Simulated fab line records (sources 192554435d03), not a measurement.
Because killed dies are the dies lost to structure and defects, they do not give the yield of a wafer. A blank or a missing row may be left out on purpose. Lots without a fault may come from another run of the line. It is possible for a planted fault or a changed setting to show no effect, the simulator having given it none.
Chamber matching | flow n5Finfet | 4 sister chambers for N5_BEOL_M0_SAQP_MANDREL_ETCH_20 on rieSi-06
The step etches a-Si in HBr/Cl2, stops on SiNx, target depth 60 nm, bt time 10 s, time 30 s. 8 wafers are shown with their chamber, then 8 later ones without.

== EACH WAFER AND ITS CHAMBER ==
wafer  | chamber | drypumpMotorCurrentA (A) | throttleValvePct (%)
L581.1 | 0       | 5.9                      | 35.2
L593.5 | 2       | 5.6                      | 35.2
L598.1 | 0       | 6.0                      | 35.1
L598.4 | 2       | 5.7                      | 35.2
L599.3 | 1       | 6.3                      | 35.3
L599.4 | 3       | 5.5                      | 35.2
L599.5 | 3       | 5.5                      | 35.2
L601.1 | 1       | 6.3                      | 35.4

== WAFERS WITH NO CHAMBER GIVEN ==
wafer  | drypumpMotorCurrentA (A) | throttleValvePct (%)
L601.2 | 5.5                      | 35.3
L601.5 | 5.5                      | 35.2
L602.1 | 5.5                      | 35.2
L602.2 | 6.3                      | 35.3
L602.6 | 6.3                      | 35.3
L603.1 | 5.9                      | 35.1
L603.3 | 5.6                      | 35.2
L603.5 | 5.5                      | 35.2

== WHICH CHAMBER EACH WENT THROUGH ==
wafer  | from the rows above     | in truth
L601.2 | can't be placed: 3 or 2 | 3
L601.5 | 3                       | 3
L602.1 | 3                       | 3
L602.2 | 1                       | 1
L602.6 | 1                       | 1
L603.1 | 0                       | 0
L603.3 | can't be placed: 2 or 3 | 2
L603.5 | 3                       | 3
6 of 8 placed correctly. Cannot be placed on the basis of these rows: 2; the candidates contain the true chamber in 2. Wrongly placed: 0.
How it was worked out, from the rows above alone: a wafer's distance from a chamber is the root of the sum, over the readings, of the square of ((its reading less the chamber's mean) divided by the reading's scatter). If the next closest chamber is less than 2 further off than the closest, the wafer can't be placed; otherwise it belongs to the closest. Each chamber's mean is taken over the wafers shown for it. The scatter: the root of (the sum of the squares of (reading less its chamber's mean) over the shown wafers, divided by (wafers less chambers)).
